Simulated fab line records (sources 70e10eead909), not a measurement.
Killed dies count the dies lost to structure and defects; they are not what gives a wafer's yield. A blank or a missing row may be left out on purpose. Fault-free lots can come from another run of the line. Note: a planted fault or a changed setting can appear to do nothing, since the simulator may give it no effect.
Chamber matching    flow nandHarc    pecvd-02 running NHARC_A_ONON_D1_DEP_33: 3 sister chambers
The step deposits SiO2, target thk 200 nm. 30 wafers are shown with their chamber, then 12 later ones without.

## WAFERS PAIRED WITH THEIR CHAMBERS
wafer   chamber  throttleValvePct (%)  heaterPowerW (W)
L076.1  2        17.0                  616
L076.2  0        16.1                  512
L076.3  1        15.5                  655
L076.4  1        15.6                  501
L076.5  2        17.0                  623
L076.6  0        16.0                  497
L078.2  0        16.1                  548
L078.4  0        16.1                  402
L078.6  2        17.1                  632
L081.1  1        15.3                  533
L081.2  0        15.6                  443
L081.5  2        16.6                  668
L086.1  0        15.6                  511
L086.3  1        15.3                  576
L086.6  0        15.4                  512
L088.1  2        16.9                  652
L088.2  0        15.5                  528
L088.6  1        15.6                  553
L087.3  0        15.6                  410
L087.4  1        15.6                  510
L087.6  0        15.7                  432
L090.3  2        16.6                  664
L090.5  1        15.3                  611
L090.6  2        16.6                  526
L091.1  1        15.4                  493
L091.3  0        15.8                  473
L091.4  0        15.8                  492
L093.2  1        15.7                  580
L093.5  1        15.4                  611
L093.6  2        16.9                  552

SIGNATURES (averages over the wafers above)
reading           chamber 0  chamber 1  chamber 2  scatter within a chamber
throttleValvePct  15.775     15.470     16.837     0.209
heaterPowerW      480.00     562.30     616.62     50.9
Rule: for each reading, subtract the chamber's mean from the wafer's reading, divide by that reading's scatter and square the result; add these up over the readings and take the root, which gives the wafer's distance from the chamber. If the next closest chamber is less than 2 further off than the closest, the wafer can't be placed; otherwise it belongs to the closest. The scatter is the square root of a quotient: the sum, over the shown wafers, of each reading's squared deviation from its chamber's mean, divided by wafers minus chambers.

## WAFERS WITHOUT THEIR CHAMBER
wafer   throttleValvePct (%)  heaterPowerW (W)
L094.3  16.7                  604
L094.4  17.0                  609
L094.6  15.2                  628
L095.2  15.8                  480
L095.4  16.7                  673
L095.6  15.9                  495
L096.3  15.3                  514
L096.4  16.1                  528
L096.6  16.9                  619
L097.2  16.9                  536
L097.3  15.6                  513
L097.5  16.9                  558

## CHAMBER TAKEN BY EACH
wafer   from the rows above      in truth
L094.3  2                        2
L094.4  2                        2
L094.6  1                        1
L095.2  0                        0
L095.4  2                        2
L095.6  can't be placed: 0 or 1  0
L096.3  can't be placed: 1 or 0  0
L096.4  can't be placed: 0 or 1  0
L096.6  2                        2
L097.2  2                        2
L097.3  can't be placed: 0 or 1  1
L097.5  2                        2
Correctly placed: 8 of 12. Can't be placed from these rows: 4 (the true chamber is among the candidates in 4). Placed wrongly: 0.
